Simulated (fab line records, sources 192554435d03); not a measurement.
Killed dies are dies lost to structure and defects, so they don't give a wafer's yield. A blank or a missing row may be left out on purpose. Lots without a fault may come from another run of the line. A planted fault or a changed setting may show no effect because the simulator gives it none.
Chamber matching | flow n5_finfet | N5_BEOL_M11_DEP_56 on pecvd-01: 3 sister chambers
The step deposits SiCN from 3MS/NH3, target thk 30 nm, time 10.5 s. 6 wafers are shown with their chamber, then 12 later ones without.

WAFERS WITH THEIR CHAMBER
wafer  | chamber | throttle_valve_pct (%) | showerhead_plenum_p_Torr (Torr)
L083.4 | 0       | 17.5                   | 4.139
L092.1 | 0       | 17.4                   | 4.148
L092.3 | 2       | 18.1                   | 4.164
L094.2 | 2       | 18.3                   | 4.158
L094.3 | 1       | 20.3                   | 4.174
L094.4 | 1       | 20.6                   | 4.165

WAFERS WITHOUT THEIR CHAMBER
wafer  | throttle_valve_pct (%) | showerhead_plenum_p_Torr (Torr)
L093.1 | 18.1                   | 4.159
L093.2 | 20.3                   | 4.172
L093.3 | 17.6                   | 4.154
L093.4 | 17.3                   | 4.147
L093.5 | 20.2                   | 4.178
L093.6 | 17.6                   | 4.162
L097.2 | 18.1                   | 4.162
L097.4 | 17.5                   | 4.141
L097.6 | 20.5                   | 4.173
L096.2 | 18.1                   | 4.153
L096.3 | 17.5                   | 4.152
L096.5 | 17.3                   | 4.146

WHICH CHAMBER EACH WENT THROUGH
wafer  | from the rows above     | in truth
L093.1 | 2                       | 2
L093.2 | 1                       | 1
L093.3 | 0                       | 0
L093.4 | 0                       | 0
L093.5 | 1                       | 1
L093.6 | can't be placed: 0 or 2 | 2
L097.2 | 2                       | 2
L097.4 | 0                       | 0
L097.6 | 1                       | 1
L096.2 | 2                       | 2
L096.3 | 0                       | 0
L096.5 | 0                       | 0
Placed correctly: 11 of 12. Can't be placed from these rows: 1 (the true chamber is among the candidates in 1). Placed wrongly: 0.
How it was worked out, from the rows above alone: a wafer's distance from a chamber is the root of the sum, over the readings, of the square of ((its reading less the chamber's mean) divided by the reading's scatter). The wafer belongs to the nearest chamber; if the next one is less than 2 further off, it can't be placed. A chamber's mean is the mean of its shown wafers. The scatter: the root of (the sum of the squares of (reading less its chamber's mean) over the shown wafers, divided by (wafers less chambers)).
